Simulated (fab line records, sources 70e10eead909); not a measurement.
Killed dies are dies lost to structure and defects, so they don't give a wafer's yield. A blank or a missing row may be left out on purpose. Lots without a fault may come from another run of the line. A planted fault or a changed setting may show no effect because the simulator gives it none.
Which tool did it? | flow nand_harc | 24 lots, 72 wafers sampled, at 4 steps of a route of 1302

WHAT THE GAUGES READ, wafer by wafer
NHARC_P_M0_CD_MEAS_16. Usual: cd_nm 89.9 nm, standard deviation 0.85.
lot  | measured     | on        | cd_nm (nm)     | flag
L074 | day 6 01:39  | cd_sem-02 | 90.6 91.4 89.6 |
L075 | day 6 07:38  | cd_sem-02 | 89.8 89.0 90.9 |
L076 | day 6 19:56  | cd_sem-01 | 89.7 90.1 89.2 |
L077 | day 7 13:44  | cd_sem-01 | 89.8 90.5 90.4 |
L078 | day 7 17:43  | cd_sem-01 | 89.6 90.9 90.0 |
L079 | day 8 05:29  | cd_sem-02 | 90.2 89.8 90.4 |
L080 | day 8 13:23  | cd_sem-02 | 90.4 88.9 89.4 |
L081 | day 9 01:28  | cd_sem-01 | 89.7 89.8 91.3 |
L082 | day 9 17:50  | cd_sem-03 | 89.4 88.9 89.8 |
L083 | day 9 22:18  | cd_sem-03 | 90.2 88.0 89.1 |
L084 | day 10 11:42 | cd_sem-02 | 90.8 89.0 90.9 |
L085 | day 10 12:48 | cd_sem-02 | 89.2 89.0 89.1 |
L086 | day 10 21:40 | cd_sem-03 | 89.2 91.0 90.7 |
L087 | day 11 16:11 | cd_sem-03 | 89.5 88.7 89.2 |
L088 | day 12 03:28 | cd_sem-03 | 88.8 88.1 89.3 |
L089 | day 12 07:26 | cd_sem-03 | 90.2 89.6 90.3 |
L091 | day 13 04:29 | cd_sem-03 | 90.8 91.1 90.2 |
L090 | day 13 05:37 | cd_sem-02 | 90.2 90.8 90.6 |
L093 | day 13 20:40 | cd_sem-03 | 88.9 89.4 89.0 |
L092 | day 13 21:23 | cd_sem-03 | 90.0 88.5 89.2 |
L094 | day 14 11:56 | cd_sem-02 | 89.9 90.7 90.7 |
L095 | day 15 01:40 | cd_sem-01 | 91.3 91.7 89.4 |
L096 | day 15 09:23 | cd_sem-02 | 91.1 90.4 91.4 |
L097 | day 15 22:41 | cd_sem-03 | 90.6 91.1 89.7 |

NHARC_P_M0_THK_MEAS_24: measures by xrf. Usual: thk_nm 118.0 nm, standard deviation 1.7.
lot  | measured     | on            | thk_nm (nm)       | flag
L074 | day 6 03:47  | film_metro-02 | 118.4 118.5 118.6 |
L075 | day 6 09:39  | film_metro-01 | 121.9 117.1 119.2 |
L076 | day 6 22:16  | film_metro-02 | 119.8 116.7 117.3 |
L077 | day 7 15:46  | film_metro-02 | 117.8 118.8 118.6 |
L078 | day 7 19:44  | film_metro-02 | 117.8 118.3 117.8 |
L079 | day 8 07:32  | film_metro-02 | 116.1 116.3 117.5 |
L080 | day 8 15:24  | film_metro-02 | 116.7 116.3 117.4 |
L081 | day 9 03:34  | film_metro-01 | 121.3 120.2 121.0 |
L082 | day 9 19:50  | film_metro-02 | 114.0 118.0 116.6 |
L083 | day 10 00:19 | film_metro-02 | 118.5 114.8 115.1 |
L084 | day 10 14:10 | film_metro-01 | 122.0 119.3 118.0 |
L085 | day 10 15:08 | film_metro-01 | 117.7 116.7 116.0 |
L086 | day 10 23:55 | film_metro-02 | 116.6 117.6 115.9 |
L087 | day 11 18:12 | film_metro-01 | 118.0 115.5 116.4 |
L088 | day 12 05:29 | film_metro-02 | 115.7 113.8 116.2 |
L089 | day 12 09:27 | film_metro-01 | 119.0 117.4 118.3 |
L091 | day 13 06:29 | film_metro-02 | 119.6 119.1 117.5 |
L090 | day 13 07:37 | film_metro-02 | 117.2 120.5 119.1 |
L093 | day 13 23:13 | film_metro-02 | 117.9 116.2 116.8 |
L092 | day 13 23:29 | film_metro-02 | 117.6 121.0 117.5 |
L094 | day 14 13:58 | film_metro-01 | 119.1 118.6 120.3 |
L095 | day 15 03:41 | film_metro-02 | 120.0 119.2 117.4 |
L096 | day 15 11:43 | film_metro-02 | 114.2 119.9 115.8 |
L097 | day 16 00:44 | film_metro-01 | 117.0 117.0 117.4 |

NHARC_P_M0_INSPECT_27. Usual: raw_defect_count 348, standard deviation 150.
lot  | measured     | on                | raw_defect_count | flag
L074 | day 6 03:56  | defect_inspect-01 | 371 245 242      |
L075 | day 6 09:49  | defect_inspect-02 | 308 307 409      |
L076 | day 6 22:26  | defect_inspect-02 | 1078 355 892     |
L077 | day 7 15:55  | defect_inspect-02 | 366 503 416      |
L078 | day 7 19:53  | defect_inspect-01 | 170 205 228      |
L079 | day 8 07:42  | defect_inspect-01 | 276 317 286      |
L080 | day 8 15:35  | defect_inspect-01 | 229 183 309      |
L081 | day 9 03:44  | defect_inspect-02 | 439 577 522      |
L082 | day 9 20:00  | defect_inspect-01 | 437 374 419      |
L083 | day 10 00:28 | defect_inspect-02 | 175 173 203      |
L084 | day 10 14:19 | defect_inspect-02 | 351 255 179      |
L085 | day 10 15:17 | defect_inspect-01 | 345 356 568      |
L086 | day 11 00:05 | defect_inspect-02 | 348 205 204      |
L087 | day 11 18:22 | defect_inspect-02 | 276 271 267      |
L088 | day 12 05:38 | defect_inspect-02 | 228 260 357      |
L089 | day 12 09:37 | defect_inspect-01 | 735 524 332      |
L091 | day 13 06:39 | defect_inspect-01 | 331 683 409      |
L090 | day 13 07:50 | defect_inspect-01 | 467 259 234      |
L093 | day 13 23:22 | defect_inspect-01 | 210 261 294      |
L092 | day 13 23:39 | defect_inspect-01 | 220 178 257      |
L094 | day 14 14:08 | defect_inspect-01 | 611 230 388      |
L095 | day 15 03:51 | defect_inspect-01 | 199 420 473      |
L096 | day 15 11:52 | defect_inspect-02 | 306 277 231      |
L097 | day 16 00:53 | defect_inspect-02 | 450 348 204      |

NHARC_P_M1_OVL_MEAS_10: pitch 260 nm. Usual: overlay_x_nm 0.0 nm, standard deviation 0.86; overlay_y_nm 0.3 nm, standard deviation 0.79.
lot  | measured     | on         | overlay_x_nm (nm) | overlay_y_nm (nm) | flag
L074 | day 6 05:25  | overlay-01 | 1.7 0.9 1.0       | 1.6 1.6 0.9       |
L075 | day 6 11:17  | overlay-02 | -0.4 -0.6 -0.6    | 1.4 1.3 1.4       |
L076 | day 6 23:56  | overlay-02 | -0.4 0.0 0.2      | 0.8 0.6 0.6       |
L077 | day 7 17:29  | overlay-01 | 0.5 -0.6 0.5      | 1.8 1.4 1.4       |
L078 | day 7 21:22  | overlay-01 | -0.2 -0.5 -0.6    | -0.2 -0.4 -0.8    |
L079 | day 8 09:11  | overlay-02 | -1.1 -0.9 -0.9    | -0.3 0.5 0.2      |
L080 | day 8 17:04  | overlay-01 | 0.0 0.1 -0.2      | 0.1 -0.2 0.3      |
L081 | day 9 05:14  | overlay-01 | 0.1 0.0 0.0       | 0.4 0.2 0.2       |
L082 | day 9 21:29  | overlay-01 | -0.3 -1.0 -0.2    | 0.9 0.9 1.6       |
L083 | day 10 01:57 | overlay-02 | 1.1 1.4 1.0       | -0.1 -0.1 0.0     |
L084 | day 10 15:48 | overlay-01 | 0.1 0.1 -0.2      | -1.2 -0.1 -0.3    |
L085 | day 10 16:48 | overlay-01 | 0.4 0.1 0.7       | 0.0 0.2 0.9       |
L086 | day 11 01:34 | overlay-01 | 0.5 1.1 0.6       | 1.1 1.5 1.5       |
L087 | day 11 19:51 | overlay-02 | -0.1 0.4 0.2      | -1.1 -1.1 -1.4    |
L088 | day 12 07:37 | overlay-01 | -1.4 -0.6 -1.7    | -0.6 -0.4 -0.5    |
L089 | day 12 11:16 | overlay-01 | -0.1 0.0 0.2      | 0.3 0.5 0.3       |
L091 | day 13 08:08 | overlay-02 | 0.9 0.8 0.4       | -0.9 -0.8 -0.8    |
L090 | day 13 09:19 | overlay-02 | -0.8 -1.1 -1.4    | 0.1 0.0 0.2       |
L093 | day 14 00:52 | overlay-01 | -1.0 -1.3 -1.1    | 1.7 1.6 1.7       |
L092 | day 14 01:08 | overlay-02 | 0.0 -0.5 -0.4     | 0.5 0.2 0.1       |
L094 | day 14 15:47 | overlay-01 | 0.6 0.5 1.0       | -0.1 -0.1 -0.2    |
L095 | day 15 05:28 | overlay-02 | 1.9 1.9 2.3       | 0.3 1.4 0.4       |
L096 | day 15 13:22 | overlay-02 | 0.7 0.7 0.7       | 0.4 0.7 0.3       |
L097 | day 16 02:22 | overlay-02 | -0.9 -0.6 -0.8    | -0.1 -0.1 0.0     |

WHICH TOOL RAN EACH LOT (tool, then ch and the chambers of the sampled wafers, then the start)
The record holds no process step before these readings.

WHAT THE TOOLS THEMSELVES READ (means of the sampled wafers that have a number; where no wafer has one, the mark that the record gives instead)
The record holds no such reading with a usual standard deviation.

THE ANSWER, worked out from the rows above alone
Rule: a lot is off if the mean of its wafers that have a number lies more than 3 standard deviations from the usual mean. A lot without any number at a reading at which 4 lots or more have one is off too. The other lots that the step has rows for count as sound. The gauges are gone through in route order, then the tools' own readings, and for those a lot's mean is taken as printed above. The first step at which some lot is off is used, and at that step the reading that is off furthest; a lot without a number counts as furthest.
No lot is off at any reading shown: from this, nothing can be told.

WHAT THE SIMULATOR HAD PUT IN
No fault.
